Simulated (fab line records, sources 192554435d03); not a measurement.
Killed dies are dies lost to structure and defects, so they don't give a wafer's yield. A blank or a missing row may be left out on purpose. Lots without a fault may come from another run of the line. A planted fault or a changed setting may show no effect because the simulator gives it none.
fab line records | flow n5_finfet
record lots=7 wafers=21
route steps=1938 shown BEOL_M11@1546 BEOL_M12@1649 BEOL_M13@1681
start_h: hours from the record's first day to the start of the lot's first wafer shown | wait_h: hours since the lot's step before | " the same as in the row above | L1.1+2: a row that stands for several wafers | - no value, or no start given | * or withheld: withheld | < > ~ a bound
route shown NAME@n: a module of which the file shows steps, and the number in the route of the first | usual: mean/standard deviation of fault-free wafers | same: alike in all rows | chamber/n: place in a boat | sites: the reading at each site | _std_site: their standard deviation | _edge_site: outer sites' mean less inner sites' | radius_mm: how far each site lies from the wafer's centre | mask NAME#n: copy n | behind: the tool/chamber that last shaped the wafer | hold: why the lot was held/for how many hours/how that ended | device: the transistor (n, p or np) that didn't switch | end of line: the same wafers' tests at the end of the route | a step without rows: its recipe alone | killed: dies lost to structure and defects at the first sort, not the wafer's yield | map: a wafer's dies, x killed, . not, _ none there
set.NAME: the setting as run; set.NAME@STEP: as run at that earlier step | model.NAME: the simulator's own value behind a step, which no gauge read
lots whose settings were changed on purpose; a table a step, a row a wafer
## steps
# step N5_BEOL_M11_EXPOSE_08
# recipe mask_id=M11 na=1.35 source_shape=dipole sigma_inner=0.411 sigma_outer=0.611 polarization=te dose_mj=53.75
# columns lot.wafer tool chamber start_h wait_h mask set.dose_mj
L077.3+4 arfi_scanner-02 0 229.44 - M11#0 53.75
L077.5 " 0 " " M11#0 55.38
L078.2+5+6 arfi_scanner-03 0 255.04 - M11#0 53.75
L082.1+2 arfi_scanner-02 0 269.06 - M11#0 56.62
L082.5 " 0 " " M11#0 53.75
L090.1+3 arfi_scanner-03 0 310.16 - M11#0 51.42
L090.6 " 0 " " M11#0 53.75
L091.1+3 arfi_scanner-03 0 316.59 - M11#0 53.75
L091.4 " 0 " " M11#0 56.8
L095.1+5 arfi_scanner-03 0 342.81 - M11#0 53.75
L095.3 " 0 " " M11#0 50.98
L097.1+2+4 arfi_scanner-02 0 360.50 - M11#0 53.75
# step N5_BEOL_M11_PEB_09
# recipe peb_temp_c=withheld peb_time_s=60 resist=CAR-ArF
# step N5_BEOL_M11_DEVELOP_10
# recipe develop_time_s=30 developer=TMAH resist=CAR-ArF rinse_liquid=diw dry=air_spin dev_temp_c=23
# step N5_BEOL_M11_CD_MEAS_11
# recipe target_cd_nm=64.1 landing_energy_ev=500 detector=se_inlens polarity=opening
# usual cd_nm=64.0/0.47
# columns lot.wafer tool chamber start_h wait_h set.dose_mj@BEOL_M11_EXPOSE_08 cd_nm
L077.3 cd_sem-03 0 229.56 - 53.75 64.1
L077.4 " 0 " " 53.75 63.9
L077.5 " 0 " " 55.38 66.0
L078.2 cd_sem-03 0 255.16 - 53.75 63.5
L078.5 " 0 " " 53.75 64.2
L078.6 " 0 " " 53.75 64.0
L082.1 cd_sem-02 0 269.18 - 56.62 67.3
L082.2 " 0 " " 56.62 66.7
L082.5 " 0 " " 53.75 63.9
L090.1 cd_sem-01 0 310.28 - 51.42 60.8
L090.3 " 0 " " 51.42 61.2
L090.6 " 0 " " 53.75 63.1
L091.1 cd_sem-03 0 316.71 - 53.75 64.5
L091.3 " 0 " " 53.75 64.3
L091.4 " 0 " " 56.8 67.3
L095.1 cd_sem-03 0 342.94 - 53.75 65.6
L095.3 " 0 " " 50.98 61.9
L095.5 " 0 " " 53.75 65.3
L097.1 cd_sem-02 0 360.63 - 53.75 64.3
L097.2 " 0 " " 53.75 63.9
L097.4 " 0 " " 53.75 64.1
# step N5_BEOL_M11_DESCUM_16
# recipe chemistry=O2 time_s=7.9 source_power_w=50 bias_power_w=20 pressure_mtorr=20 rf_frequency_hz=2.712e+07 temp_c=40 resist=CAR-ArF o2_flow_sccm=225
# step N5_BEOL_M11_ETCH_61
# recipe chemistry=CF4 target=SiARC target_depth_a=390 mask_material=CAR-ArF time_s=65 ion_energy_ev=80 pressure_mtorr=40 source_w=545 bias_w=36 Ar_flow_sccm=100 cf4_flow_sccm=100 ends=cleared
# columns lot.wafer tool chamber start_h wait_h set.dose_mj@BEOL_M11_EXPOSE_08 model.BEOL_M11.cd_offset_nm
L077.3+4 rie_diel-01 3,0 229.73 0.0 53.75 0.2
L077.5 " 1 " " 55.38 2
L078.2+5 rie_diel-01 3 255.28 0.0 53.75 0
L078.6 " 1 " " 53.75 -0.2
L082.1 rie_diel-05 3 269.35 0.0 56.62 3
L082.2 " 1 " " 56.62 2.6
L082.5 " 3 " " 53.75 -0.6
L090.1+3 rie_diel-01 2,0 310.41 0.0 51.42 -3
L090.6 " 1 " " 53.75 -0.6
L091.1 rie_diel-03 3 316.84 0.0 53.75 0
L091.3 " 2 " " 53.75 0.2
L091.4 " 0 " " 56.8 2.6
L095.1+5 rie_diel-01 0,2 343.06 0.0 53.75 1
L095.3 " 2 " " 50.98 -1.8
L097.1 rie_diel-05 1 360.75 0.0 53.75 0.2
L097.2 " 0 " " 53.75 -0.2
L097.4 " 3 " " 53.75 -0.4
# step N5_BEOL_M11_ETCH_62
# recipe chemistry=N2/H2 target=SOC target_depth_a=1100 overetch_a=220 mask_material=SiARC temp_c=40 time_s=165 ion_energy_ev=200 pressure_mtorr=30 source_w=840 bias_w=150 n2_flow_sccm=200 h2_flow_sccm=200
# columns lot.wafer tool chamber start_h wait_h set.dose_mj@BEOL_M11_EXPOSE_08 model.BEOL_M11.cd_offset_nm
L077.3 rie_diel-01 3 229.78 0.0 53.75 0.4
L077.4 " 0 " " 53.75 0.2
L077.5 " 1 " " 55.38 2.2
L078.2+5 rie_diel-01 3 255.33 0.0 53.75 0
L078.6 " 1 " " 53.75 -0.2
L082.1 rie_diel-05 3 269.40 0.0 56.62 3.2
L082.2 " 1 " " 56.62 2.8
L082.5 " 3 " " 53.75 -0.6
L090.1 rie_diel-01 2 310.46 0.0 51.42 -3
L090.3 " 0 " " 51.42 -2.8
L090.6 " 1 " " 53.75 -0.8
L091.1 rie_diel-03 3 316.89 0.0 53.75 -0.2
L091.3 " 2 " " 53.75 0
L091.4 " 0 " " 56.8 2.8
L095.1 rie_diel-01 0 343.11 0.0 53.75 1
L095.3 " 2 " " 50.98 -1.8
L095.5 " 2 " " 53.75 1.2
L097.1 rie_diel-05 1 360.80 0.0 53.75 -0.2
L097.2 " 0 " " 53.75 -0.4
L097.4 " 3 " " 53.75 -0.6
# step N5_BEOL_M11_STRIP_68
# recipe chemistry=N2/H2 temp_c=40 n2_flow_sccm=200 h2_flow_sccm=200 rf_frequency_hz=6e+07
# step N5_BEOL_M11_STRIP_67
# recipe chemistry=CF4 resist=SiARC power_w=300 bias_power_w=75 pressure_mtorr=50 cf4_flow_sccm=150 rf_frequency_hz=6e+07
# step N5_BEOL_M11_HM_OPEN_17
# recipe chemistry=Cl2/BCl3 target_depth_a=200 overetch_a=60 target=TiN mask_material=SOC ion_energy_ev=150 pressure_mtorr=10 icp_w=1000 bias_w=126 Cl2_flow_sccm=53.25 bcl3_flow_sccm=21.75 Ar_flow_sccm=25
# columns lot.wafer tool chamber start_h wait_h set.dose_mj@BEOL_M11_EXPOSE_08 model.BEOL_M11.cd_offset_nm
L077.3 rie_metal-02 0 229.99 0.1 53.75 0.4
L077.4 " 1 " " 53.75 0.2
L077.5 " 1 " " 55.38 2.2
L078.2 rie_metal-03 1 255.52 0.0 53.75 0.2
L078.5 " 0 " " 53.75 0
L078.6 " 1 " " 53.75 -0.2
L082.1 rie_metal-02 1 269.59 0.0 56.62 3.2
L082.2 " 0 " " 56.62 2.8
L082.5 " 1 " " 53.75 -0.4
L090.1 rie_metal-03 1 310.65 0.0 51.42 -3
L090.3 " 1 " " 51.42 -2.8
L090.6 " 0 " " 53.75 -0.8
L091.1 rie_metal-02 1 317.07 0.0 53.75 -0.2
L091.3 " 1 " " 53.75 0
L091.4 " 0 " " 56.8 2.8
L095.1 rie_metal-01 1 343.30 0.0 53.75 1.2
L095.3 " 1 " " 50.98 -1.6
L095.5 " 1 " " 53.75 1.4
L097.1 rie_metal-01 1 360.99 0.0 53.75 -0.2
L097.2 " 0 " " 53.75 -0.4
L097.4 " 0 " " 53.75 -0.6
# step N5_BEOL_M11_STRIP_19
# recipe chemistry=O2 power_w=400 temp_c=40 pressure_mtorr=30 rf_frequency_hz=6e+07 bias_power_w=0 overash_fraction=0.2 o2_flow_sccm=225
# step N5_BEOL_M11_CD_MEAS_18
# recipe pitch_nm=140 target_cd_nm=70
# usual cd_nm=70.0/0.55
# columns lot.wafer tool chamber start_h wait_h set.dose_mj@BEOL_M11_EXPOSE_08 cd_nm
L077.3 cd_sem-02 - 230.38 0.1 53.75 70.6
L077.4 " - " " 53.75 70.1
L077.5 " - " " 55.38 72.0
L078.2 cd_sem-02 - 255.70 0.1 53.75 70.2
L078.5 " - " " 53.75 69.9
L078.6 " - " " 53.75 69.5
L082.1 cd_sem-03 - 269.77 0.0 56.62 72.9
L082.2 " - " " 56.62 72.8
L082.5 " - " " 53.75 69.4
L090.1 cd_sem-02 - 310.83 0.0 51.42 66.9
L090.3 " - " " 51.42 67.3
L090.6 " - " " 53.75 69.2
L091.1 cd_sem-03 - 317.25 0.0 53.75 69.9
L091.3 " - " " 53.75 70.0
L091.4 " - " " 56.8 72.9
L095.1 cd_sem-02 - 343.51 0.0 53.75 70.9
L095.3 " - " " 50.98 68.1
L095.5 " - " " 53.75 70.8
L097.1 cd_sem-01 - 361.17 0.0 53.75 69.9
L097.2 " - " " 53.75 69.6
L097.4 " - " " 53.75 69.3
# step N5_BEOL_M11_COAT_63
# recipe resist=SOC temp_c=250 time_s=60 spin_rpm=1500 resist_thk_nm=100
# step N5_BEOL_M11_COAT_64
# recipe resist=SiARC temp_c=220 time_s=60 spin_rpm=1500 resist_thk_nm=30
# step N5_BEOL_M11_PRECLEAN_42
# recipe chemistry=residue_remover time_s=60 temp_c=40
# step N5_BEOL_M11_SRD_43
# recipe time_s=30 temp_c=23 rinse_liquid=diw dry=ipa_marangoni
# step N5_BEOL_M11_CD_MEAS_35
# recipe target_cd_nm=70 polarity=opening
# usual cd_nm=70.0/0.56
# columns lot.wafer tool chamber start_h wait_h set.dose_mj@BEOL_M11_EXPOSE_08 cd_nm
L077.3 cd_sem-02 - 231.55 0.0 53.75 70.3
L077.4 " - " " 53.75 70.1
L077.5 " - " " 55.38 72.2
L078.2 cd_sem-03 - 259.34 0.0 53.75 70.5
L078.5 " - " " 53.75 70.1
L078.6 " - " " 53.75 69.6
L082.1 cd_sem-02 - 272.51 0.0 56.62 73.0
L082.2 " - " " 56.62 72.7
L082.5 " - " " 53.75 69.3
L090.1 cd_sem-01 - 312.84 0.0 51.42 66.8
L090.3 " - " " 51.42 66.8
L090.6 " - " " 53.75 69.0
L091.1 cd_sem-03 - 318.41 0.0 53.75 69.7
L091.3 " - " " 53.75 69.8
L091.4 " - " " 56.8 73.4
L095.1 cd_sem-03 - 345.85 0.0 53.75 71.3
L095.3 " - " " 50.98 68.2
L095.5 " - " " 53.75 71.0
L097.1 cd_sem-03 - 362.23 0.0 53.75 69.9
L097.2 " - " " 53.75 69.5
L097.4 " - " " 53.75 68.9
# step N5_BEOL_M11_CURE_72
# recipe temp_c=370 time_s=120 ambient=DMADMS/He material=SiCOH_lowk
# step N5_BEOL_M11_DEGAS_44
# recipe ambient=vacuum temp_c=250 time_s=60
# step N5_BEOL_M11_ECD_50
# recipe material=Cu target_thk_a=3180
# step N5_BEOL_M11_ANNEAL_51
# recipe temp_c=225 time_s=90 ambient=N2
# step N5_BEOL_M11_CMP_52
# recipe stop_on=SiCOH_lowk t_overpolish_s=7 down_force_psi=1 platen_rpm=50 clearing_platen_down_force_psi=1.5 clearing_platen_rpm=50 post_cmp_clean=cu_alkaline target_thk_nm=140 clearing_platen_pad_velocity_m_s=0.99484 pad_velocity_m_s=0.99484
# usual barrier_field_endpoint_s=28.8/0.52
# columns lot.wafer tool chamber start_h wait_h set.temp_c@BEOL_M11_PECVD_70 barrier_field_endpoint_s
L077.3 cmp-04 0 234.34 0.3 400 28.0
L077.4 " 1 " " 405.5 27.9
L077.5 " 3 " " 405.5 28.8
L078.2 cmp-04 2 261.09 0.2 400 28.6
L078.5 " 1 " " 387.5 30.2
L078.6 " 2 " " 387.5 30.5
L082.2 cmp-04 0 275.07 0.2 400 28.8
L082.1 " 1 " " 400 28.5
L082.5 " 3 " " 400 28.6
L090.3 cmp-01 3 316.19 0.3 400 29.2
L090.1 " 1 " " 400 28.4
L090.6 " 2 " " 392.4 29.9
L091.4 cmp-01 0 320.31 0.1 416.1 27.3
L091.1 " 1 " " 400 29.0
L091.3 " 2 " " 400 29.1
L095.3 cmp-02 1 348.75 0.2 415.3 25.9
L095.1 " 0 " " 400 28.6
L095.5 " 1 " " 415.3 26.4
L097.4 cmp-04 0 364.30 0.1 400 29.7
L097.1 " 1 " " 400 29.6
L097.2 " 2 " " 400 29.6
# step N5_BEOL_M12_SPUTTER_44
# recipe material=Ta target_thk_a=100 temp_c=50 bias_v=80 power_w=15000 chamber_pressure_pa=0.07 time_s=16.13
# columns lot.wafer tool chamber start_h wait_h set.power_w model.Ta_of_BEOL_M12_SPUTTER_44.thk_nm
L077.3 pvd_sputter-02 - 237.55 0.0 15000 10
L077.4+5 " - " " 16370 11
L078.2+5 pvd_sputter-02 - 265.33 0.0 15000 9.8
L078.6 " - " " 13390 8.6
L082.1 pvd_sputter-02 - 283.46 0.0 16790 11.2
L082.2+5 " - " " 15000 10
L090.1 pvd_sputter-02 - 319.46 0.0 15000 10
L090.3 " - " " 16150 10.8
L090.6 " - " " 15000 10.2
L091.1 pvd_sputter-03 - 328.80 0.0 17610 12
L091.3+4 " - " " 15000 10.4
L095.1 pvd_sputter-03 - 354.47 0.0 15000 10
L095.3+5 " - " " 17550 11.8
L097.1+2+4 pvd_sputter-03 - 368.21 0.0 15000 10.2
# step N5_BEOL_M13_COAT_66
# recipe resist=SiARC temp_c=220 time_s=60 spin_rpm=1500 resist_thk_nm=110
# columns lot.wafer tool chamber start_h wait_h set.spin_rpm model.SiARC_of_BEOL_M13_COAT_66.thk_nm
L077.3 litho_track-01 0 - - 1591 107.2
L077.4 " 0 " " 1500 110.4
L077.5 " 0 " " 1591 107
L078.2 litho_track-03 0 - - 1500 110
L078.5 " 0 " " 1612 106.2
L078.6 " 0 " " 1500 110.2
L082.1+2 litho_track-05 0 - - 1500 110
L082.5 " 0 " " 1500 110.2
L090.1 litho_track-01 0 - - 1636 105.2
L090.3 " 0 " " 1636 104.6
L090.6 " 0 " " 1636 104.8
L091.1+4 litho_track-05 0 - - 1500 110.4
L091.3 " 0 " " 1500 110.2
L095.1 litho_track-01 0 - - 1500 110.2
L095.3 " 0 " " 1627 105.2
L095.5 " 0 " " 1500 110
L097.1 litho_track-03 0 - - 1500 109.6
L097.2+4 " 0 " " 1500 110
# step N5_BEOL_M13_DESCUM_33
# recipe chemistry=O2 time_s=7.9 source_power_w=50 bias_power_w=20 pressure_mtorr=20 rf_frequency_hz=2.712e+07 temp_c=40 o2_flow_sccm=225
# columns lot.wafer tool chamber start_h wait_h set.time_s
L077.3+4 rie_diel-05 2,3 240.69 0.0 7.9
L077.5 " 0 " " 9.55
L078.2+5 rie_diel-01 0,1 268.80 0.0 7.9
L078.6 " 2 " " 9.439
L082.1+2+5 rie_diel-03 3,0,1 286.85 0.0 7.37
L090.1+3+6 rie_diel-05 2,0,1 322.67 0.0 7.9
L091.1+3+4 rie_diel-01 1,0,3 331.71 0.2 7.9
L095.1+3+5 rie_diel-03 2,1,2 357.33 0.0 6.284
L097.1+2+4 rie_diel-03 2,0,3 371.91 0.4 7.9
# step N5_BEOL_M13_ETCH_67
# recipe chemistry=CF4 target=SiARC target_depth_a=1430 time_s=238.3 ion_energy_ev=80 pressure_mtorr=40 source_w=545 bias_w=36 Ar_flow_sccm=100 cf4_flow_sccm=100 ends=cleared
# columns lot.wafer tool chamber start_h wait_h set.spin_rpm@BEOL_M13_COAT_66 model.etch.depth_nm model.coat_of_BEOL_M13_COAT_22.thk_nm
L077.3 rie_diel-05 2 240.72 0.0 1591 107.2 213
L077.4 " 3 " " 1500 110.5 210.6
L077.5 " 0 " " 1591 107 212.6
L078.2 rie_diel-01 0 268.84 0.0 1500 110 210.4
L078.5 " 1 " " 1612 106.1 213
L078.6 " 2 " " 1500 110.2 209.8
L082.1 rie_diel-03 3 286.89 0.0 1500 110.1 212.8
L082.2 " 0 " " 1500 109.9 212.8
L082.5 " 1 " " 1500 110.1 213
L090.1 rie_diel-05 2 322.70 0.0 1636 105.1 213.4
L090.3 " 0 " " 1636 104.7 213.8
L090.6 " 1 " " 1636 104.9 213.4
L091.1 rie_diel-01 1 331.74 0.0 1500 110.4 210.2
L091.3 " 0 " " 1500 110.3 209.8
L091.4 " 3 " " 1500 110.4 209.8
L095.1 rie_diel-03 2 357.37 0.0 1500 110.2 212.4
L095.3 " 1 " " 1627 105.2 214.6
L095.5 " 2 " " 1500 110 211.6
L097.1 rie_diel-03 2 371.95 0.0 1500 109.6 212.2
L097.2 " 0 " " 1500 110 211.4
L097.4 " 3 " " 1500 110 212
# step N5_BEOL_M13_ETCH_68
# recipe chemistry=N2/H2 target=SOC mask_material=SiARC source_w=3000 bias_w=350 temp_c=40 time_s=355 ion_energy_ev=200 pressure_mtorr=30 n2_flow_sccm=200 h2_flow_sccm=200
# columns lot.wafer tool chamber start_h wait_h set.spin_rpm@BEOL_M13_COAT_66 model.SiARC_of_BEOL_M13_COAT_66.thk_nm
L077.3 rie_diel-05 2 240.87 0.1 1591 74.4
L077.4 " 3 " " 1500 77.6
L077.5 " 0 " " 1591 73.8
L078.2 rie_diel-01 0 268.98 0.1 1500 76
L078.5 " 1 " " 1612 72.6
L078.6 " 2 " " 1500 77.4
L082.1 rie_diel-03 3 287.04 0.1 1500 77.8
L082.2 " 0 " " 1500 76
L082.5 " 1 " " 1500 76.8
L090.1 rie_diel-05 2 322.85 0.1 1636 72.2
L090.3 " 0 " " 1636 71.4
L090.6 " 1 " " 1636 70.8
L091.1 rie_diel-01 1 331.89 0.1 1500 77
L091.3 " 0 " " 1500 76.6
L091.4 " 3 " " 1500 76.8
L095.1 rie_diel-03 2 357.51 0.1 1500 77.6
L095.3 " 1 " " 1627 72
L095.5 " 2 " " 1500 77.4
L097.1 rie_diel-03 2 372.10 0.1 1500 77
L097.2 " 0 " " 1500 76.4
L097.4 " 3 " " 1500 77.6
## key
split step=N5_BEOL_M11_EXPOSE_08 setting=dose_mj stated=53.75 by=wafer
response step=N5_BEOL_M11_CD_MEAS_11 reading=cd_nm change=+0.576 per=1% r=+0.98
response step=N5_BEOL_M11_ETCH_61 reading=model.BEOL_M11.cd_offset_nm change=+0.543 per=1% r=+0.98
response step=N5_BEOL_M11_ETCH_62 reading=model.BEOL_M11.cd_offset_nm change=+0.568 per=1% r=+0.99
response step=N5_BEOL_M11_HM_OPEN_17 reading=model.BEOL_M11.cd_offset_nm change=+0.559 per=1% r=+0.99
response step=N5_BEOL_M11_CD_MEAS_18 reading=cd_nm change=+0.553 per=1% r=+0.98
response step=N5_BEOL_M11_CD_MEAS_35 reading=cd_nm change=+0.613 per=1% r=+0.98
split step=N5_BEOL_M12_SPUTTER_44 setting=power_w stated=15000 by=wafer
response step=N5_BEOL_M12_SPUTTER_44 reading=model.Ta_of_BEOL_M12_SPUTTER_44.thk_nm change=+0.101 per=1% r=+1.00
split step=N5_BEOL_M13_COAT_66 setting=spin_rpm stated=1500 by=wafer
response step=N5_BEOL_M13_COAT_66 reading=model.SiARC_of_BEOL_M13_COAT_66.thk_nm change=-0.552 per=1% r=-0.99
response step=N5_BEOL_M13_ETCH_67 reading=model.etch.depth_nm change=-0.557 per=1% r=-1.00
response step=N5_BEOL_M13_ETCH_67 reading=model.coat_of_BEOL_M13_COAT_22.thk_nm change=+0.347 per=1% r=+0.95
response step=N5_BEOL_M13_ETCH_68 reading=model.SiARC_of_BEOL_M13_COAT_66.thk_nm change=-0.599 per=1% r=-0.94
split step=N5_BEOL_M13_DESCUM_33 setting=time_s stated=7.9 by=wafer
response none clear
split outside_this_file step=N5_BEOL_M11_PECVD_70 setting=temp_c
# split outside_this_file: this setting was split too, and the file shows its column; the key of that split is in another file
